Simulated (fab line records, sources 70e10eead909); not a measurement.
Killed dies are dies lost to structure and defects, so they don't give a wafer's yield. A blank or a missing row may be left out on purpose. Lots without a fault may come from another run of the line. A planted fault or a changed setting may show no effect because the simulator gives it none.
Which tool did it? | flow nand_harc | 6 lots, 18 wafers sampled, at 4 steps of a route of 1302

WHAT THE GAUGES READ, wafer by wafer
NHARC_A_CHANNEL_HOLE_D1_INSPECT_40.
lot  | measured     | on                | raw_defect_count
L312 | day 9 20:04  | defect_inspect-01 | 124 99 125
L315 | day 11 06:21 | defect_inspect-01 | 470 436 496
L324 | day 14 17:38 | defect_inspect-01 | 116 98 102
L326 | day 15 14:07 | defect_inspect-01 | 90 114 111
L331 | day 17 12:28 | defect_inspect-01 | 85 76 96
L332 | day 18 00:36 | defect_inspect-01 | 84 78 102

WHICH TOOL RAN EACH LOT (tool, then ch and the chambers of the sampled wafers, then the start)
lot  | NHARC_A_CHANNEL_HOLE_D1_ETCH_20  | NHARC_A_CHANNEL_HOLE_D1_ETCH_21  | NHARC_A_CHANNEL_HOLE_D1_XSEM_31
L312 | har_etch-02 ch 0, day 9 10:36    | har_etch-02 ch 0, day 9 11:18    | xsem-02 ch 0, day 9 19:58
L315 | har_etch-02 ch 0,1, day 11 00:46 | har_etch-02 ch 0,1, day 11 01:04 | xsem-01 ch 0, day 11 06:15
L324 | har_etch-02 ch 0,1, day 14 12:08 | har_etch-02 ch 0,1, day 14 12:30 | xsem-02 ch 0, day 14 17:33
L326 | har_etch-02 ch 0,1, day 15 08:29 | har_etch-02 ch 0,1, day 15 08:47 | xsem-02 ch 0, day 15 14:01
L331 | har_etch-01 ch 0,1, day 17 06:50 | har_etch-01 ch 0,1, day 17 07:09 | xsem-01 ch 0, day 17 12:22
L332 | har_etch-01 ch 0,1, day 17 19:01 | har_etch-01 ch 0,1, day 17 19:20 | xsem-02 ch 0, day 18 00:30
- NHARC_A_CHANNEL_HOLE_D1_ETCH_20: etches the open film in C4F8/O2/Ar, time 361.9 s, target depth 1600 nm.
- NHARC_A_CHANNEL_HOLE_D1_ETCH_21: etches the open film in C4F8/O2/Ar, time 514.3 s, target depth 1600 nm.
- NHARC_A_CHANNEL_HOLE_D1_XSEM_31

THE ANSWER, worked out from the rows above alone
Rule: what is usual is taken from the lots themselves. Put in order of their means at a reading, lots are off if they are a third of the lots or fewer, leave a main group of 4 or more, and stand apart from it by a gap of 3 or more times the standard deviation of the main group's means; of several such gaps the widest counts. A main group whose means are all the same, to the digits that the tables above print for the reading, isn't used. A lot without any number at a reading at which 4 lots or more have one is off too. The other lots that the step has rows for count as sound.
Off: L315, at NHARC_A_CHANNEL_HOLE_D1_INSPECT_40 (raw_defect_count). The main group: mean 100, standard deviation 11.
A tool fits if, at a process step before that reading, it ran every lot that is off, and no sound lot after the first of them. The gauges at NHARC_A_CHANNEL_HOLE_D1_INSPECT_40 are tried like those tools. None of those tried fits.

WHAT THE SIMULATOR HAD PUT IN
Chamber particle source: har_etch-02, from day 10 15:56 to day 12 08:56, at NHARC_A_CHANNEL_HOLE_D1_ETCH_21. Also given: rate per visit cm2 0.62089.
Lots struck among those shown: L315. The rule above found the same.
